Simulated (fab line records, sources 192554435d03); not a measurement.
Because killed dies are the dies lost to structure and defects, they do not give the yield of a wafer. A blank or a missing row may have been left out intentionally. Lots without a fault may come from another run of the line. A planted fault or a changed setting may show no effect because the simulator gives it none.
What tool caused it?    flow n5 finfet    route of 1938 steps, sampled at 1 step: 22 lots, 66 wafers

WHAT THE GAUGES SHOWED, per wafer
N5_BEOL_M1_THK_MEAS_01. Usual: M1_ILD_THK gives 79.8 nm (standard deviation 1.2).
lot   measured      on             M1_ILD_THK (nm)  flag
L076  day 6 09:31   film metro-02  80.0 80.2 79.7   
L074  day 6 09:57   film metro-02  80.4 82.5 78.8   
L075  day 6 12:28   film metro-01  79.0 77.9 79.8   
L078  day 7 02:29   film metro-01  79.1 80.1 79.1   
L079  day 7 05:35   film metro-02  79.1 78.6 80.5   
L080  day 7 12:22   film metro-01  79.2 82.0 82.2   
L081  day 7 19:50   film metro-02  78.9 79.9 79.4   
L082  day 7 21:12   film metro-01  78.5 81.0 79.6   
L083  day 8 00:33   film metro-01  77.8 79.2 80.1   
L084  day 8 10:25   film metro-01  79.3 80.9 79.6   
L085  day 8 21:04   film metro-01  80.3 81.6 81.2   
L086  day 9 08:35   film metro-02  79.1 80.8 80.0   
L088  day 9 16:58   film metro-02  78.1 80.0 81.0   
L087  day 9 20:11   film metro-01  79.8 78.9 81.8   
L089  day 10 00:36  film metro-01  78.5 80.8 79.8   
L090  day 10 06:26  film metro-02  81.1 80.4 81.3   
L091  day 10 07:37  film metro-01  78.7 80.7 79.0   
L092  day 10 20:06  film metro-01  78.6 80.8 79.8   
L094  day 10 22:04  film metro-02  77.7 80.5 78.2   
L093  day 10 22:17  film metro-01  79.4 78.1 79.3   
L096  day 11 16:50  film metro-01  77.5 78.3 80.3   
L097  day 11 20:34  film metro-01  80.0 81.9 80.6   

WHICH TOOL RAN EACH LOT (tool, then ch and the chambers of the sampled wafers, then the start)
No process step before these readings appears in the record.

WHAT THE TOOLS THEMSELVES READ (means of the sampled wafers that have a number; where no wafer has one, the mark that the record gives instead)
The record holds no such reading with a usual standard deviation.

THE ANSWER, worked out from the rows above alone
Rule: a lot is off if the mean of its wafers that have a number lies more than 3 standard deviations from the usual mean. A lot without any number at a reading at which 4 lots or more have one is off too. The other lots that the step has rows for count as sound. After the gauges, taken in route order, come the tools' own readings; for these a lot's mean is taken, as printed above. At the first step where some lot is off, the reading lying furthest off is the one used; lots without a number count as furthest.
Nothing can be told from this: no lot is off at any reading shown.

WHAT WAS PUT IN BY THE SIMULATOR
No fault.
